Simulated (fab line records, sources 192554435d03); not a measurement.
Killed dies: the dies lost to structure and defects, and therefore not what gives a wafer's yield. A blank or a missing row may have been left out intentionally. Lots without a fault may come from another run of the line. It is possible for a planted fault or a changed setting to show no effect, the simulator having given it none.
Matching of chambers :: flow n5Finfet :: rieDiel-04 running N5_FIN_SAQP_STRIP_77: 4 sister chambers
The step strips in N2/H2, time 90 s. 14 wafers are shown with their chamber, then 7 later ones without.

WAFERS PAIRED WITH THEIR CHAMBERS
wafer: L075.1
chamber: 2
showerheadPlenumPTorr (Torr): 3.35
throttleValvePct (%): 12.38
oesProductAu (a.u.): 0.74

wafer: L075.4
chamber: 3
showerheadPlenumPTorr (Torr): 3.35
throttleValvePct (%): 12.23
oesProductAu (a.u.): 0.72

wafer: L075.6
chamber: 2
showerheadPlenumPTorr (Torr): 3.35
throttleValvePct (%): 12.37
oesProductAu (a.u.): 0.74

wafer: L080.4
chamber: 1
showerheadPlenumPTorr (Torr): 3.50
throttleValvePct (%): 12.48
oesProductAu (a.u.): 0.76

wafer: L080.5
chamber: 3
showerheadPlenumPTorr (Torr): 3.34
throttleValvePct (%): 12.27
oesProductAu (a.u.): 0.72

wafer: L080.6
chamber: 2
showerheadPlenumPTorr (Torr): 3.34
throttleValvePct (%): 12.40
oesProductAu (a.u.): 0.73

wafer: L081.3
chamber: 0
showerheadPlenumPTorr (Torr): 3.38
throttleValvePct (%): 12.65
oesProductAu (a.u.): 0.70

wafer: L081.5
chamber: 1
showerheadPlenumPTorr (Torr): 3.50
throttleValvePct (%): 12.49
oesProductAu (a.u.): 0.76

wafer: L081.6
chamber: 2
showerheadPlenumPTorr (Torr): 3.34
throttleValvePct (%): 12.41
oesProductAu (a.u.): 0.73

wafer: L082.1
chamber: 1
showerheadPlenumPTorr (Torr): 3.50
throttleValvePct (%): 12.48
oesProductAu (a.u.): 0.77

wafer: L082.2
chamber: 2
showerheadPlenumPTorr (Torr): 3.34
throttleValvePct (%): 12.42
oesProductAu (a.u.): 0.73

wafer: L082.3
chamber: 3
showerheadPlenumPTorr (Torr): 3.34
throttleValvePct (%): 12.27
oesProductAu (a.u.): 0.71

wafer: L083.1
chamber: 3
showerheadPlenumPTorr (Torr): 3.34
throttleValvePct (%): 12.28
oesProductAu (a.u.): 0.71

wafer: L083.3
chamber: 0
showerheadPlenumPTorr (Torr): 3.38
throttleValvePct (%): 12.67
oesProductAu (a.u.): 0.70

SIGNATURES (averages over the wafers above)
reading: showerheadPlenumPTorr
chamber 0: 3.3800
chamber 1: 3.5000
chamber 2: 3.3440
chamber 3: 3.3425
scatter within a chamber: 0.00442

reading: throttleValvePct
chamber 0: 12.6600
chamber 1: 12.4833
chamber 2: 12.3960
chamber 3: 12.2625
scatter within a chamber: 0.0186

reading: oesProductAu
chamber 0: 0.7000
chamber 1: 0.7633
chamber 2: 0.7340
chamber 3: 0.7150
scatter within a chamber: 0.00535
Rule: for each reading, subtract the chamber's mean from the wafer's reading, divide by that reading's scatter and square the result; add these up over the readings and take the root, which gives the wafer's distance from the chamber. If the next closest chamber is less than 2 further off than the closest, the wafer can't be placed; otherwise it belongs to the closest. How the scatter is found: for the shown wafers, subtract from each reading the mean of its chamber, square and add these, divide the total by (wafers less chambers), then take the root.

WAFERS WHOSE CHAMBER IS MISSING
wafer: L083.4
showerheadPlenumPTorr (Torr): 3.34
throttleValvePct (%): 12.27
oesProductAu (a.u.): 0.71

wafer: L086.1
showerheadPlenumPTorr (Torr): 3.37
throttleValvePct (%): 12.69
oesProductAu (a.u.): 0.70

wafer: L086.2
showerheadPlenumPTorr (Torr): 3.33
throttleValvePct (%): 12.44
oesProductAu (a.u.): 0.70

wafer: L086.4
showerheadPlenumPTorr (Torr): 3.50
throttleValvePct (%): 12.49
oesProductAu (a.u.): 0.76

wafer: L094.3
showerheadPlenumPTorr (Torr): 3.33
throttleValvePct (%): 12.35
oesProductAu (a.u.): 0.69

wafer: L094.4
showerheadPlenumPTorr (Torr): 3.36
throttleValvePct (%): 12.72
oesProductAu (a.u.): 0.68

wafer: L094.6
showerheadPlenumPTorr (Torr): 3.33
throttleValvePct (%): 12.37
oesProductAu (a.u.): 0.69

EACH ONE'S CHAMBER
wafer: L083.4
from the rows above: 3
in truth: 3

wafer: L086.1
from the rows above: 0
in truth: 0

wafer: L086.2
from the rows above: 2
in truth: 2

wafer: L086.4
from the rows above: 1
in truth: 1

wafer: L094.3
from the rows above: can't be placed: 3 or 2
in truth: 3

wafer: L094.4
from the rows above: 0
in truth: 0

wafer: L094.6
from the rows above: can't be placed: 3 or 2
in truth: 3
Correct placement for 5 of the 7. Not placeable from these rows: 2 (in 2, the candidates include the true chamber). Wrongly placed: 0.
